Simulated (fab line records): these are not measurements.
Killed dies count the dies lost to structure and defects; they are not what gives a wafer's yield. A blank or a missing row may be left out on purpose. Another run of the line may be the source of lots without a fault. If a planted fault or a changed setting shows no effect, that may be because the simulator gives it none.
Chamber matching + flow n5-finfet + N5_HKMG_FIN_STRIP_34 on rie-diel-05 has 4 sister chambers
The step strips in CF4. 4 wafers are shown with their chamber, then 8 later ones without.

WAFERS, EACH WITH ITS CHAMBER
| wafer  | chamber | throttle-valve-pct (%) |
|--------|---------|------------------------|
| L078.1 | 1       | 13.4                   |
| L089.4 | 2       | 13.7                   |
| L090.5 | 0       | 13.4                   |
| L092.1 | 3       | 13.0                   |

WAFERS MISSING THEIR CHAMBER
| wafer  | throttle-valve-pct (%) |
|--------|------------------------|
| L092.2 | 13.5                   |
| L092.3 | 13.8                   |
| L094.1 | 13.8                   |
| L094.5 | 13.0                   |
| L094.6 | 13.8                   |
| L095.2 | 13.0                   |
| L095.3 | 13.8                   |
| L095.4 | 13.5                   |

WHICH CHAMBER EACH WENT THROUGH
| wafer  | from the rows above          | in truth |
|--------|------------------------------|----------|
| L092.2 | can't be placed: 0 or 1 or 2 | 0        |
| L092.3 | 2                            | 2        |
| L094.1 | 2                            | 2        |
| L094.5 | 3                            | 3        |
| L094.6 | 2                            | 2        |
| L095.2 | 3                            | 3        |
| L095.3 | 2                            | 2        |
| L095.4 | can't be placed: 0 or 1 or 2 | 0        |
Placed correctly: 6 of 8. Cannot be placed on the basis of these rows: 2; the candidates contain the true chamber in 2. Number placed wrongly: 0.
How it was worked out, from the rows above alone: a wafer's distance from a chamber is the root of the sum, over the readings, of the square of ((its reading less the chamber's mean) divided by the reading's scatter). If the next closest chamber is less than 2 further off than the closest, the wafer can't be placed; otherwise it belongs to the closest. Each chamber's mean is taken over the wafers shown for it. The scatter: with one shown wafer a chamber, the root of the mean of the squares of how far each hidden wafer lies from its nearest shown one.
